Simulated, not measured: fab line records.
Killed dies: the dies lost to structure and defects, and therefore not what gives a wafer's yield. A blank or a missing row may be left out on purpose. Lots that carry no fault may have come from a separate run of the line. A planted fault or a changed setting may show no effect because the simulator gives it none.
Matching of chambers	flow n5-finfet	N5_BEOL_M2_CO_CAP_55 on cvd-co-01: 3 sister chambers
The step material Co, precursor CCTBA/H2, target thk 2 nm, time 102.1 s. 6 wafers are shown with their chamber, then 12 later ones without.

== EACH WAFER AND ITS CHAMBER ==
wafer	chamber	heater-power-w (W)
L084.6	2	246
L087.1	2	252
L087.5	0	275
L092.1	1	238
L092.4	0	276
L092.5	1	247

== WAFERS WITH NO CHAMBER GIVEN ==
wafer	heater-power-w (W)
L091.1	253
L091.3	242
L091.4	248
L093.1	287
L093.4	250
L093.5	245
L094.1	243
L094.2	283
L094.3	251
L094.4	277
L094.5	249
L094.6	243

== WHICH CHAMBER EACH ONE RAN IN ==
wafer	from the rows above	in truth
L091.1	can't be placed: 2 or 1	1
L091.3	can't be placed: 1 or 2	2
L091.4	can't be placed: 2 or 1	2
L093.1	0	0
L093.4	can't be placed: 2 or 1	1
L093.5	can't be placed: 1 or 2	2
L094.1	can't be placed: 1 or 2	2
L094.2	0	0
L094.3	can't be placed: 2 or 1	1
L094.4	0	0
L094.5	can't be placed: 2 or 1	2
L094.6	can't be placed: 1 or 2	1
Placed correctly: 3 of 12. Unplaceable from these rows: 9, with the true chamber sitting among the candidates in 9. 0 placed wrongly.
How it was worked out, from the rows above alone: a wafer's distance from a chamber is the root of the sum, over the readings, of the square of ((its reading less the chamber's mean) divided by the reading's scatter). The wafer belongs to the nearest chamber; if the next one is less than 2 further off, it can't be placed. The mean given for a chamber averages the wafers shown for that chamber. How the scatter is found: for the shown wafers, subtract from each reading the mean of its chamber, square and add these, divide the total by (wafers less chambers), then take the root.
